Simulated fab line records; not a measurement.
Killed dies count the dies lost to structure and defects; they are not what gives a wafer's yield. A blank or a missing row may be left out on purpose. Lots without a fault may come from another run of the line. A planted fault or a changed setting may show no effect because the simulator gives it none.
fab line records	flow nand-harc
record: lots: 11	wafers: 33	last-day: 33
route steps=1302 shown A_M0@1161 A_M1@1183 END@1302
lots that met no fault: taken from a fault-free run of the same line
start-h: hours from the record's first day to the start of the lot's first wafer shown	wait-h: time in hours since the lot's previous step	" unchanged from the row above	L1.1+2: a single row standing in for several wafers	- no value, or no start was given	* or withheld: withheld	< > ~ a bound
route shown NAME@n: NAME is a module with steps in the file, n the number in the route of the first one	usual: mean/standard deviation of fault-free wafers	same: alike in all rows	chamber/n: place in a boat	sites: the reading at each site	_std_site: standard deviation of those values	_edge_site: inner sites' mean taken away from outer sites' mean	radius-mm: how far each site lies from the wafer's centre	mask NAME#n: copy n	behind: the most recent tool/chamber to have shaped the wafer	hold: reason for holding the lot/hours on hold/outcome of the hold	device: the n, p or np transistor that did not switch	end of line: the route-end tests of the same wafers	a step given without rows: its recipe and nothing more	killed: count of dies lost to structure and defects at first sort (not the wafer's yield)	map: dies across one wafer; x = killed, . = not, _ = none there
set.NAME: setting as actually run; set.NAME@STEP: the setting as run at that earlier step	model.NAME: the simulator's own value behind a step, which no gauge read
one table for each step of the route and one row for each wafer, over a sample of lots
services: from which hour (start-h, from the record's first day; less than 0 if before it) a tool's chamber was out of use, for how many hours, and why
== steps ==
step: NHARC_A_M0_ANNEAL_30
recipe: temp-c: 225	time-s: 90
usual: wafer_temp_C_max: 226.00/0.25
lot.wafer	tool	chamber	start-h	wait-h	wafer_temp_C_max
L397.2	rtp-anneal-01	0	546.86	0.4	226.20
L397.4	"	0	"	"	226.03
L397.6	"	0	"	"	226.77
L399.1	rtp-anneal-02	0	552.79	0.3	225.67
L399.3	"	0	"	"	225.91
L399.6	"	0	"	"	226.19
L401.1	rtp-anneal-01	0	574.04	0.3	225.70
L401.2	"	0	"	"	226.08
L401.3	"	0	"	"	225.85
L404.1	rtp-anneal-02	0	623.30	0.3	225.72
L404.2	"	0	"	"	225.90
L404.5	"	0	"	"	225.87
L409.1	rtp-anneal-01	0	660.30	0.3	226.04
L409.4	"	0	"	"	226.11
L409.5	"	0	"	"	225.71
L408.2	rtp-anneal-02	0	669.17	0.4	225.89
L408.3	"	0	"	"	225.97
L408.5	"	0	"	"	226.08
L410.2	rtp-anneal-01	0	677.64	0.3	225.58
L410.4	"	0	"	"	225.86
L410.5	"	0	"	"	225.99
L414.3	rtp-anneal-02	0	711.19	-	225.95
L414.4	"	0	"	"	225.88
L414.6	"	0	"	"	225.82
L413.1	rtp-anneal-02	0	715.57	0.3	226.06
L413.2	"	0	"	"	225.53
L413.3	"	0	"	"	225.87
L417.1	rtp-anneal-02	0	734.76	0.3	225.71
L417.3	"	0	"	"	226.37
L417.4	"	0	"	"	226.23
L418.2	rtp-anneal-01	0	755.83	0.3	226.41
L418.4	"	0	"	"	226.45
L418.6	"	0	"	"	226.07
step: NHARC_A_M0_DEP_32
recipe: target-thk-a: 300	temp-c: 370	target-thk-nm: 30	pressure-torr: 3	flow-sccm: 200	rf-w: 450	material: SiCN
usual: heater-power-w: 551/70	showerhead-vpp-V: 1331/66
lot.wafer	tool	chamber	start-h	wait-h	heater-power-w	showerhead-vpp-V
L397.2	pecvd-01	1	547.86	0.1	498	1302
L397.4	"	0	"	"	612	1260
L397.6	"	1	"	"	521	1258
L399.3	pecvd-01	1	553.83	0.1	590	1275
L399.1	"	0	"	"	564	1260
L399.6	"	2	"	"	547	1384
L401.3	pecvd-02	0	575.01	0.1	653	1332
L401.2	"	1	"	"	457	1423
L401.1	"	2	"	"	597	1288
L404.2	pecvd-02	0	624.31	0.1	614	1357
L404.1	"	1	"	"	484	1423
L404.5	"	0	"	"	630	1323
L409.1	pecvd-03	1	661.32	0.1	467	1368
L409.4	"	0	"	"	504	1439
L409.5	"	2	"	"	630	1201
L408.2	pecvd-02	2	670.08	0.1	597	1258
L408.3	"	0	"	"	640	1340
L408.5	"	0	"	"	635	1350
L410.2	pecvd-02	2	678.60	0.1	624	1311
L410.5	"	1	"	"	435	1401
L410.4	"	0	"	"	543	1325
L414.3	pecvd-01	2	712.05	0.1	453	1371
L414.4	"	2	"	"	442	1364
L414.6	"	0	"	"	602	1260
L413.2	pecvd-03	2	716.54	0.1	657	1198
L413.3	"	0	"	"	509	1413
L413.1	"	1	"	"	486	1355
L417.3	pecvd-01	2	735.77	0.1	510	1377
L417.1	"	0	"	"	594	1266
L417.4	"	1	"	"	621	1311
L418.2	pecvd-03	2	756.87	0.1	794	1221
L418.4	"	1	"	"	507	1347
L418.6	"	0	"	"	525	1410
step: NHARC_A_M1_ETCH_35
recipe: target-depth-a: 400	overetch-a: 120	time-s: 43.94	ion-energy-ev: 200	n2-flow-sccm: 150	h2-flow-sccm: 150	ar-flow-sccm: 0	rf-w: 400	bias-w: 150	chemistry: N2/H2
usual: drypump-motor-current-A: 5.7/0.42	mfc-ar-sccm: 0.010/0.014	n2-flow-sccm: 150.0/0.47	oes-product-au: 1.003/0.011	rf-vpp-V: 430.8/2	run-length-s: 65.2/0.37	showerhead-plenum-p-Torr: 2.05/0.065	throttle-valve-pct: 14.170/0.0096
lot.wafer	tool	chamber	start-h	wait-h	drypump-motor-current-A	mfc-ar-sccm	n2-flow-sccm	oes-product-au	rf-hours-counter-h	rf-vpp-V	run-length-s	showerhead-plenum-p-Torr	throttle-valve-pct
L397.4	rie-diel-04	2	549.27	0.1	6.3	0	149.9	1.008	0	429.6	65.1	2.03	14.162
L397.2	"	1	"	"	5.5	0.004	151.1	1.007	0	432.3	65.3	2.10	14.171
L397.6	"	2	"	"	6.3	0	150.5	0.995	-	429.6	65.5	2.03	14.165
L399.3	rie-diel-04	0	555.35	0.1	6.1	0.026	150.5	1.002	0	432.3	65.2	2.09	14.173
L399.1	"	1	"	"	5.5	0.004	150.0	1.016	1	433.0	65.3	2.10	14.192
L399.6	"	0	"	"	6.0	0.026	149.9	1.004	-	431.6	65.5	2.09	14.174
L401.3	rie-diel-04	0	576.52	0.1	6.0	0.026	149.8	1.005	2	431.6	65.0	2.09	14.176
L401.1	"	1	"	"	5.5	0.004	150.0	1.003	2	432.0	65.2	2.10	14.176
L401.2	"	3	"	"	5.3	0.003	150.2	0.994	2	432.7	65.0	2.16	14.170
L404.2	rie-diel-04	1	625.78	0.1	5.5	0.004	149.7	1.009	4	433.6	65.6	2.10	14.171
L404.1	"	2	"	"	6.3	0	150.3	0.998	4	430.2	65.1	2.03	14.158
L404.5	"	2	"	"	6.4	0	150.8	1.007	-	431.2	65.4	2.03	14.163
L409.4	rie-diel-04	2	662.80	0.1	6.3	0	149.9	1.004	7	429.7	65.8	2.03	14.178
L409.1	"	3	"	"	5.3	0.003	149.1	0.991	6	434.3	64.7	2.16	14.175
L409.5	"	2	"	"	6.3	0	150.2	0.997	-	432.4	55.1	2.03	14.150
L408.3	rie-diel-04	3	671.58	0.1	5.3	0.003	150.7	0.996	6	433.2	54.8	2.16	14.161
L408.2	"	0	"	"	6.0	0.026	150.5	1.004	6	432.4	65.1	2.09	14.167
L408.5	"	1	"	"	5.5	0.004	149.6	1.002	-	431.5	54.8	2.09	14.159
L410.2	rie-diel-02	3	680.08	0.1	6.0	0.039	149.7	1.004	9	432.3	65.9	2.07	14.154
L410.4	"	0	"	"	5.8	0.003	149.9	1.015	7	428.2	65.4	2.02	14.179
L410.5	"	2	"	"	5.4	0	149.7	1.009	-	431.0	64.8	2.05	14.150
L414.3	rie-diel-02	0	713.55	0.1	5.8	0.003	150.6	1.020	10	429.8	65.5	2.02	14.168
L414.4	"	3	"	"	6.0	0.039	149.5	0.986	10	431.3	66.1	2.07	14.186
L414.6	"	0	"	"	5.8	0.003	150.4	1.000	-	430.5	65.2	2.02	14.159
L413.1	rie-diel-02	1	717.94	0.1	5.0	0	150.8	1.005	12	428.7	64.7	1.95	14.195
L413.3	"	2	"	"	5.4	0	150.2	1.009	4	431.0	64.9	2.05	14.168
L413.2	"	3	"	"	6.0	0.039	149.6	1.011	11	430.5	65.7	2.07	14.166
L417.1	rie-diel-04	0	737.23	0.1	6.0	0.026	150.6	1.007	1	433.0	65.4	2.09	14.165
L417.3	"	1	"	"	5.5	0.004	150.0	1.021	1	432.0	65.8	2.09	14.161
L417.4	"	2	"	"	6.4	0	150.9	1.004	1	430.6	65.2	2.03	14.163
L418.4	rie-diel-02	1	758.34	0.1	5.0	0	149.7	1.009	0	426.7	65.0	1.95	14.168
L418.2	"	3	"	"	6.0	0.039	150.2	0.998	0	431.8	65.8	2.07	14.157
L418.6	"	2	"	"	5.4	0	150.1	1.014	-	430.6	65.1	2.05	14.171
step: NHARC_A_M1_STRIP_18
recipe: power-w: 1000	n2-flow-sccm: 150	h2-flow-sccm: 150	ar-flow-sccm: 0	bias-w: 0	chemistry: N2/H2
usual: drypump-motor-current-A: 5.6/0.35	mfc-ar-sccm: 0.012/0.014	n2-flow-sccm: 150.0/0.44	oes-product-au: 1.003/0.01	rf-vpp-V: 90.6/0.95	showerhead-plenum-p-Torr: 2.03/0.072	throttle-valve-pct: 14.171/0.009
lot.wafer	tool	chamber	start-h	wait-h	drypump-motor-current-A	mfc-ar-sccm	n2-flow-sccm	oes-product-au	rf-hours-counter-h	rf-vpp-V	showerhead-plenum-p-Torr	throttle-valve-pct
L397.4	rie-diel-12	0	549.58	0.1	5.8	0	149.6	1.009	3	91.6	1.99	14.163
L397.2	"	1	"	"	5.3	0.018	149.8	1.000	3	89.9	2.03	14.177
L397.6	"	0	"	"	5.9	0	149.1	1.014	-	90.8	1.98	14.167
L399.3	rie-diel-12	2	555.64	0.1	5.3	0	149.7	0.987	3	88.2	1.93	14.187
L399.1	"	0	"	"	5.8	0	149.2	1.010	3	90.0	1.99	14.159
L399.6	"	3	"	"	5.8	0.029	150.4	1.002	-	92.9	2.14	14.175
L401.1	rie-diel-04	2	576.81	0.1	6.3	0	149.9	1.001	2	90.7	2.03	14.175
L401.3	"	3	"	"	5.3	0.003	149.7	0.997	2	90.8	2.16	14.165
L401.2	"	0	"	"	6.1	0.026	149.9	0.997	2	91.8	2.09	14.158
L404.1	rie-diel-02	3	626.09	0.1	6.0	0.039	150.4	0.998	5	90.2	2.07	14.183
L404.2	"	1	"	"	5.0	0	150.4	0.998	5	91.2	1.96	14.182
L404.5	"	3	"	"	6.0	0.039	149.8	0.998	-	91.1	2.07	14.172
L409.1	rie-diel-12	3	663.09	0.1	5.8	0.029	150.3	1.012	1	92.2	2.14	14.173
L409.4	"	1	"	"	5.3	0.018	150.0	1.023	1	89.0	2.03	14.176
L409.5	"	0	"	"	5.8	0	149.8	1.019	-	91.7	1.98	14.159
L408.2	rie-diel-12	3	671.87	0.1	5.8	0.029	149.4	1.013	1	92.2	2.14	14.172
L408.3	"	2	"	"	5.2	0	150.7	1.005	1	91.8	1.93	14.165
L408.5	"	0	"	"	5.8	0	149.7	1.015	-	88.8	1.98	14.183
L410.2	rie-diel-02	2	680.42	0.1	5.4	0	150.3	1.003	2	91.2	2.05	14.164
L410.4	"	3	"	"	6.0	0.039	149.9	0.998	9	91.2	2.07	14.176
L410.5	"	1	"	"	5.0	0	150.2	1.003	-	89.9	1.95	14.175
L414.3	rie-diel-12	3	713.84	0.1	5.8	0.029	149.3	1.010	3	92.4	2.14	14.169
L414.4	"	1	"	"	5.3	0.018	149.4	1.008	2	89.5	2.03	14.172
L414.6	"	0	"	"	5.8	0	149.8	1.016	-	91.0	1.98	14.174
L413.2	rie-diel-12	0	718.23	0.1	5.8	0	150.5	1.017	3	90.8	1.98	14.181
L413.1	"	1	"	"	5.3	0.018	150.9	1.014	2	90.7	2.03	14.176
L413.3	"	3	"	"	5.8	0.029	149.5	1.014	3	91.2	2.14	14.161
L417.3	rie-diel-12	0	737.52	0.1	5.8	0	150.3	1.006	3	90.4	1.98	14.180
L417.1	"	1	"	"	5.3	0.018	149.4	1.005	3	90.7	2.02	14.176
L417.4	"	2	"	"	5.2	0	150.4	1.016	3	91.3	1.93	14.179
L418.2	rie-diel-12	0	758.63	0.1	5.9	0	149.6	1.008	4	89.7	1.98	14.174
L418.4	"	3	"	"	5.8	0.029	149.3	1.000	4	89.8	2.14	14.181
L418.6	"	0	"	"	5.8	0	150.3	1.010	-	89.8	1.98	14.164
step: NHARC_END_SORT_01
recipe: temp-c: 25
usual: defect-limited-yield: 90.1/2.6	killed-at-array: 63/17	killed-at-other: 0.8/1.1	killed-at-periphery: 3.5/3	killed-dies: 67/17	killed-open: 3.1/1.6	killed-short: 2.6/1.4
same: gross-dies: 677
lot.wafer	tool	chamber	start-h	wait-h	defect-limited-yield[%]	killed-at-array	killed-at-other	killed-at-periphery	killed-dies	killed-open	killed-short
L409.1	prober-01	0	698.24	2.5	87.6	64	3	17	84	0	0
L409.4	prober-01	0	700.61	3.4	87.0	73	1	14	88	2	3
L409.5	prober-01	0	701.41	3.7	86.3	77	1	15	93	2	2
killed by level:class
L409.1 A_SLIT:chamber-film-flake=27 A_CHANNEL_HOLE_D2:chamber-film-flake=17 A_CONTACT:chamber-film-flake=9 P_M1:chamber-film-flake=6 A_CHANNEL_HOLE_D1:chamber-film-flake=5 P_GATE:chamber-film-flake=4 P_BONDPAD:chamber-film-flake=4 A_M0:chamber-film-flake=4
L409.4 A_SLIT:chamber-film-flake=31 A_CHANNEL_HOLE_D2:chamber-film-flake=20 A_CONTACT:chamber-film-flake=8 P_ZERO_WELL:chamber-film-flake=5 A_CHANNEL_HOLE_D1:chamber-film-flake=4 P_M1:chamber-film-flake=4 P_BONDPAD:chamber-film-flake=4 A_M0:chamber-film-flake=3
L409.5 A_SLIT:chamber-film-flake=34 A_CHANNEL_HOLE_D2:chamber-film-flake=21 P_M1:chamber-film-flake=9 A_CONTACT:chamber-film-flake=8 A_CHANNEL_HOLE_D1:chamber-film-flake=5 P_GATE:chamber-film-flake=4 A_STAIRCASE:chamber-film-flake=3 P_BONDPAD:chamber-film-flake=2
== services ==
tool	chamber	start-h	hours	kind
rie-diel-12	0	527.90	-	clean
rie-diel-12	1	527.90	-	clean
rie-diel-12	2	527.90	-	clean
rie-diel-04	-	531.90	9.0	pm
pecvd-03	2	542.28	12.3	repair
pecvd-03	-	547.17	13.0	pm
rie-diel-02	-	570.72	9.0	pm
rie-diel-02	2	583.25	54.1	repair
pecvd-02	-	589.13	13.0	pm
rie-diel-12	3	603.86	2.5	repair
rie-diel-12	-	622.40	9.0	pm
pecvd-03	-	659.68	0.3	repair
pecvd-03	-	670.45	1.5	repair
rie-diel-12	1	671.80	7.7	repair
pecvd-01	-	673.28	13.0	pm
rie-diel-04	0	677.10	4.5	repair
rie-diel-12	-	686.61	1.1	repair
rie-diel-04	-	708.95	9.0	pm
rie-diel-02	0	720.10	2.8	repair
pecvd-03	-	728.56	13.0	pm
rtp-anneal-02	-	744.16	12.0	pm
rie-diel-04	2	744.60	4.2	repair
rie-diel-02	-	747.72	9.0	pm
rie-diel-12	0	756.19	1.4	repair
== key ==
first-sign: step: NHARC_A_M1_ETCH_35	reading: run-length-s	direction: down	sigmas: 28	usual: *	struck: *
effect none on later readings
met-at NHARC_A_M1_ETCH_35
struck-lots L408,L409
struck-wafers L408.3,L408.5,L409.5
not-acting-at NHARC_A_M0_ANNEAL_30,NHARC_A_M0_DEP_32,NHARC_A_M1_STRIP_18
onset-between 625.78 662.80
fault: kind: process-parameter-drift	tool: rie-diel-04	chamber: -	onset-h: 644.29	steps: NHARC_A_M1_ETCH_35	channel: time-s	offset: *	shape: step	end-h: 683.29	scope: struck-wafers-only	acts-in: *	stated: *
